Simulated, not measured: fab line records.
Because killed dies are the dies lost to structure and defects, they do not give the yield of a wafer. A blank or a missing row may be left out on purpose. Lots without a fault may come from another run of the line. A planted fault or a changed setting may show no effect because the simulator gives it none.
Matching of chambers | flow nand_harc | NHARC_A_STAIRCASE_ETCH_169 on rie_diel-11: 4 sister chambers
The step etches the open film in CH3F/O2, target depth 50 nm, time 107.1 s. 24 wafers are shown with their chamber, then 12 later ones without.

EACH WAFER AND ITS CHAMBER
wafer  | chamber | showerhead_plenum_p_Torr (Torr) | rf_vpp_V (V) | oes_product_au (a.u.)
L074.1 | 3       | 2.65                            | 246.1        | 0.953
L074.5 | 3       | 2.65                            | 247.1        | 0.962
L074.6 | 2       | 2.30                            | 242.3        | 0.980
L077.1 | 0       | 2.48                            | 245.5        | 0.937
L077.4 | 2       | 2.30                            | 241.2        | 0.944
L077.6 | 3       | 2.64                            | 246.9        | 0.952
L078.1 | 1       | 2.43                            | 245.1        | 0.970
L078.4 | 3       | 2.64                            | 245.6        | 0.970
L078.5 | 3       | 2.64                            | 246.2        | 0.973
L082.4 | 0       | 2.47                            | 244.1        | 0.926
L082.5 | 0       | 2.47                            | 243.9        | 0.929
L082.6 | 1       | 2.43                            | 245.1        | 0.932
L083.3 | 1       | 2.43                            | 243.8        | 0.932
L083.4 | 0       | 2.47                            | 244.4        | 0.933
L083.6 | 0       | 2.47                            | 245.1        | 0.927
L083.1 | 3       | 2.64                            | 246.6        | 0.933
L083.2 | 2       | 2.29                            | 242.6        | 0.943
L083.5 | 1       | 2.43                            | 242.4        | 0.932
L084.2 | 1       | 2.43                            | 244.0        | 0.993
L084.3 | 2       | 2.29                            | 242.0        | 0.981
L084.6 | 0       | 2.47                            | 243.4        | 0.956
L086.3 | 3       | 2.63                            | 246.6        | 0.924
L086.5 | 2       | 2.29                            | 241.1        | 0.934
L086.6 | 1       | 2.42                            | 244.4        | 0.949

SIGNATURES (averages over the wafers above)
reading                  | chamber 0 | chamber 1 | chamber 2 | chamber 3 | scatter within a chamber
showerhead_plenum_p_Torr | 2.4717    | 2.4283    | 2.2940    | 2.6414    | 0.00535
rf_vpp_V                 | 244.400   | 244.133   | 241.840   | 246.443   | 0.757
oes_product_au           | 0.93467   | 0.95133   | 0.95640   | 0.95243   | 0.0198
Rule: a wafer's distance from a chamber is the root of the sum, over the readings, of the square of ((its reading less the chamber's mean) divided by the reading's scatter). The wafer belongs to the nearest chamber; if the next one is less than 2 further off, it can't be placed. The scatter: take each reading less its chamber's mean, square it, sum over the shown wafers, divide by the number of wafers less the number of chambers, and take the root.

WAFERS WHOSE CHAMBER IS MISSING
wafer  | showerhead_plenum_p_Torr (Torr) | rf_vpp_V (V) | oes_product_au (a.u.)
L087.3 | 2.29                            | 241.5        | 0.937
L087.4 | 2.46                            | 244.7        | 0.935
L087.5 | 2.42                            | 243.4        | 0.952
L090.3 | 2.46                            | 244.1        | 0.964
L090.5 | 2.42                            | 243.7        | 0.971
L090.6 | 2.46                            | 244.5        | 0.955
L094.4 | 2.45                            | 244.6        | 0.951
L094.5 | 2.28                            | 242.4        | 0.980
L094.6 | 2.41                            | 243.2        | 0.981
L095.1 | 2.62                            | 246.6        | 0.972
L095.2 | 2.28                            | 241.8        | 0.967
L095.4 | 2.45                            | 245.7        | 0.974

CHAMBER TAKEN BY EACH
wafer  | from the rows above     | in truth
L087.3 | 2                       | 2
L087.4 | 0                       | 0
L087.5 | 1                       | 1
L090.3 | 0                       | 0
L090.5 | 1                       | 1
L090.6 | 0                       | 0
L094.4 | can't be placed: 1 or 0 | 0
L094.5 | 2                       | 2
L094.6 | 1                       | 1
L095.1 | 3                       | 3
L095.2 | 2                       | 2
L095.4 | can't be placed: 1 or 0 | 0
10 of 12 placed correctly. Not placeable from these rows: 2 (in 2, the candidates include the true chamber). Placed wrongly: 0.
